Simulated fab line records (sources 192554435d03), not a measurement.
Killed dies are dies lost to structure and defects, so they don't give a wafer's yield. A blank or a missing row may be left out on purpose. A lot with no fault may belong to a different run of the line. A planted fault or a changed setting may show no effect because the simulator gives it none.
Problem report, 8D (eight disciplines) form, completed by code :: flow n5Finfet :: the parts of the form that need people (team, actions taken, sign-off) are left out

## 1. THE PROBLEM
At N5_SDB_CMP_30, platenRpm averages 49.75 rpm over 2 wafers from 2 lots, while fault-free wafers read 51.80 rpm, standard deviation 0.034. Relative to the usual mean, that is a shift of -60 standard deviations.
The step: polishes, stops on poly-Si, t overpolish 1.54 s, target thk 30 nm.
First seen on wafer L565.2, day 5 20:53, on cmp-01. Wafers with a number at this step in the record: 33, from 11 lots. Rule for "out" (also "out of limits"): further than 4 standard deviations from the usual mean. The rest of the wafers with a number are treated as sound.

## 2. WHAT IT IS, WHAT IT ISN'T
question: which readings at this step
is: platenRpm
is not: motorCurrentA, overpolishRunS, slurryFlowMlMin, timeToEndpointS

question: which lots
is: L565, L566
is not: L558, L559, L561, L563, L572, L575, L578, L579, L580

question: which wafers of those lots
is: L565.2, L566.2
is not: L565.3, L565.6, L566.1, L566.4

question: read on which tools
is: cmp-01
is not: cmp-02, cmp-04

question: when
is: from day 5 20:53
is not: up to then (14 sound wafers); but 17 sound wafers of L566, L572, L575, L578, L579, L580 came after

## 3. THE SUSPECTS, EACH WITH WHAT RULES IT OUT
Counting: any tool at a process step up to the reading remains a suspect provided it ran every lot that is out. Sound lots after the first of them don't rule it out here, since some wafers of a struck lot are sound.
- cmp-01 at N5_SDB_CMP_30 (polishes, stops on poly-Si, t overpolish 1.54 s, target thk 30 nm): kept. It processed each lot that is out (first: L565, day 5 20:53); up to then, its last sound lot is L563 (day 5 12:27). Its own readings are out on those wafers: platenRpm.
- cmp-01, N5_SDB_CMP_30: wafers that are out in chamber 2, sound lot-mates in chambers 0, 1, 3.
After counting, what remains is cmp-01 at N5_SDB_CMP_30.

## 4. THE CAUSE (what the simulator had put in)
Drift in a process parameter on cmp-01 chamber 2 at N5_SDB_CMP_30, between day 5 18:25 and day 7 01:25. From 51.796, the setting platenRpm moved by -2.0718. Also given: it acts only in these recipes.
Counting left only this tool.

## 5. SEQUENCE OF EFFECTS, ordered by route
Rows list readings where the struck wafers' mean (over those with a number) sits beyond 3 standard deviations from the usual. Scope: only readings with a usual standard deviation given in the record; hours: median across lots of the time from each lot's start at the first step in this table that gives one to its start at this step; sigmas: change in usual standard deviations.
hours: 0
step: N5_SDB_CMP_30
reading: platenRpm
usual: 51.80 rpm
on struck wafers: 49.75
change: -2.05
sigmas: -60
Here are the process steps it includes:
- N5_SDB_CMP_30: polishes, stops on poly-Si, t overpolish 1.54 s, target thk 30 nm.

## 6. WHAT WOULD HAVE CAUGHT IT SOONER
2 hours passed between the start of the fault at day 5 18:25 and the first reading out of limits in this record, taken at day 5 20:53.
